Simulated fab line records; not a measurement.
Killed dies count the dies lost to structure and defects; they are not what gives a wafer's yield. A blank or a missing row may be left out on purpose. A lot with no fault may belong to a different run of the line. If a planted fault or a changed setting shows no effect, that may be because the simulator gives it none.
Matching of chambers | flow nand harc | NHARC_A_CHANNEL_FILL_D1_ETCHBACK_08 on rie diel-10 has 4 sister chambers
The step etches the open film in C4F8, target depth 220 nm, time 110 s. 4 wafers are shown with their chamber, then 7 later ones without.

## WAFERS, EACH WITH ITS CHAMBER
wafer  | chamber | rf vpp V (V)
L387.5 | 3       | 441.5
L391.2 | 0       | 441.3
L400.3 | 1       | 442.8
L400.4 | 2       | 439.6

## WAFERS WITHOUT THEIR CHAMBER
wafer  | rf vpp V (V)
L400.5 | 441.6
L405.1 | 441.7
L405.3 | 439.1
L405.4 | 441.3
L406.1 | 441.4
L406.3 | 442.8
L406.4 | 440.0

## EACH ONE'S CHAMBER
wafer  | from the rows above     | in truth
L400.5 | can't be placed: 3 or 0 | 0
L405.1 | can't be placed: 3 or 0 | 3
L405.3 | 2                       | 2
L405.4 | can't be placed: 0 or 3 | 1
L406.1 | can't be placed: 0 or 3 | 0
L406.3 | 1                       | 1
L406.4 | 2                       | 2
Correct placement for 3 of the 7. These rows do not allow placing 4 (true chamber among the candidates in 3). Wrongly placed: 0.
How it was worked out, from the rows above alone: a wafer's distance from a chamber is the root of the sum, over the readings, of the square of ((its reading less the chamber's mean) divided by the reading's scatter). If the next closest chamber is less than 2 further off than the closest, the wafer can't be placed; otherwise it belongs to the closest. The mean given for a chamber averages the wafers shown for that chamber. The scatter: with one shown wafer a chamber, the root of the mean of the squares of how far each hidden wafer lies from its nearest shown one.
